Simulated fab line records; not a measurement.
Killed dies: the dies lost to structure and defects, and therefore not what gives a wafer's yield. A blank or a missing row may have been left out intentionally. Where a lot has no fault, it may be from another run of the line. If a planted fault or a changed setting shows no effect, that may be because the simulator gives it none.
Which of the tools did it? :: flow n5 finfet :: at 1 step of a route of 1938, 11 lots with 30 wafers sampled

WHAT THE GAUGES SHOWED, per wafer
N5_BEOL_M12_INSPECT_30: inspects for defects (macro).
lot: L547
measured: day 10 11:16
on: defect inspect-01
raw defect count: 2 5 1

lot: L552
measured: day 11 12:30
on: defect inspect-02
raw defect count: 4 1 4

lot: L553
measured: day 11 21:22
on: defect inspect-01
raw defect count: 2 7 2

lot: L554
measured: day 12 14:58
on: defect inspect-01
raw defect count: 2 2 3

lot: L558
measured: day 13 17:29
on: defect inspect-02
raw defect count: 3 2 1

lot: L562
measured: day 14 05:10
on: defect inspect-02
raw defect count: 0 1 2

lot: L563
measured: day 14 10:19
on: defect inspect-01
raw defect count: 0 1

lot: L567
measured: day 15 10:39
on: defect inspect-01
raw defect count: 2 3

lot: L566
measured: day 15 17:50
on: defect inspect-02
raw defect count: 4 0

lot: L569
measured: day 16 10:34
on: defect inspect-01
raw defect count: 4 0 2

lot: L570
measured: day 16 16:17
on: defect inspect-01
raw defect count: 2 0 4

WHICH TOOL RAN EACH LOT (tool, then ch and the chambers of the sampled wafers, then the start)
The record shows no process step preceding these readings.

THE ANSWER, worked out from the rows above alone
Rule: what is usual is taken from the lots themselves. Put in order of their means at a reading, lots are off if they are a third of the lots or fewer, leave a main group of 4 or more, and stand apart from it by a gap of 3 or more times the standard deviation of the main group's means; of several such gaps the widest counts. If all means in a main group match to the digits the tables above print for the reading, that group is not used. A lot without any number at a reading at which 4 lots or more have one is off too. Any other lot the step has rows for is counted as sound.
Across all readings shown, no lot is off: no conclusion can be drawn from this.

WHAT WAS PUT IN BY THE SIMULATOR
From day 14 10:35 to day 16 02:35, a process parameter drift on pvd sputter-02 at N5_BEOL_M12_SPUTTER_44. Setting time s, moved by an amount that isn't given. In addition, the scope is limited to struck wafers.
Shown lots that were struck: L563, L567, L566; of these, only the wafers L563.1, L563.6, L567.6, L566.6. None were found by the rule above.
